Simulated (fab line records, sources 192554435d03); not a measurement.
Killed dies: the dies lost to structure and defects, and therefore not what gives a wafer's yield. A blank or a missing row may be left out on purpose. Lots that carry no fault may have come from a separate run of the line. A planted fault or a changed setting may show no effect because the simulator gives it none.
Matching of chambers | flow n5-finfet | N5_BEOL_M7_ALD_77 on ald-metal-02 has 4 sister chambers
The step deposits TaN, target thk 2 nm, pulse time 2 s, purge time 3 s. 4 wafers are shown with their chamber, then 7 later ones without.

WAFERS, EACH WITH ITS CHAMBER
wafer  | chamber | heater-power-w (W)
L084.1 | 0       | 479
L084.6 | 2       | 335
L083.2 | 1       | 362
L083.4 | 3       | 369

WAFERS WITH NO CHAMBER GIVEN
wafer  | heater-power-w (W)
L083.6 | 338
L092.1 | 342
L092.2 | 348
L092.6 | 348
L091.1 | 410
L091.2 | 346
L091.6 | 344

WHICH CHAMBER EACH WENT THROUGH
wafer  | from the rows above               | in truth
L083.6 | can't be placed: 2 or 1 or 3      | 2
L092.1 | can't be placed: 2 or 1 or 3      | 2
L092.2 | can't be placed: 2 or 1 or 3      | 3
L092.6 | can't be placed: 2 or 1 or 3      | 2
L091.1 | can't be placed: 3 or 1 or 0 or 2 | 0
L091.2 | can't be placed: 2 or 1 or 3      | 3
L091.6 | can't be placed: 2 or 1 or 3      | 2
Correctly placed: 0 of 7. Can't be placed from these rows: 7 (the true chamber is among the candidates in 7). Placed wrongly: 0.
How it was worked out, from the rows above alone: a wafer's distance from a chamber is the root of the sum, over the readings, of the square of ((its reading less the chamber's mean) divided by the reading's scatter). The wafer belongs to the nearest chamber; if the next one is less than 2 further off, it can't be placed. The mean given for a chamber averages the wafers shown for that chamber. The scatter: with one shown wafer a chamber, the root of the mean of the squares of how far each hidden wafer lies from its nearest shown one.
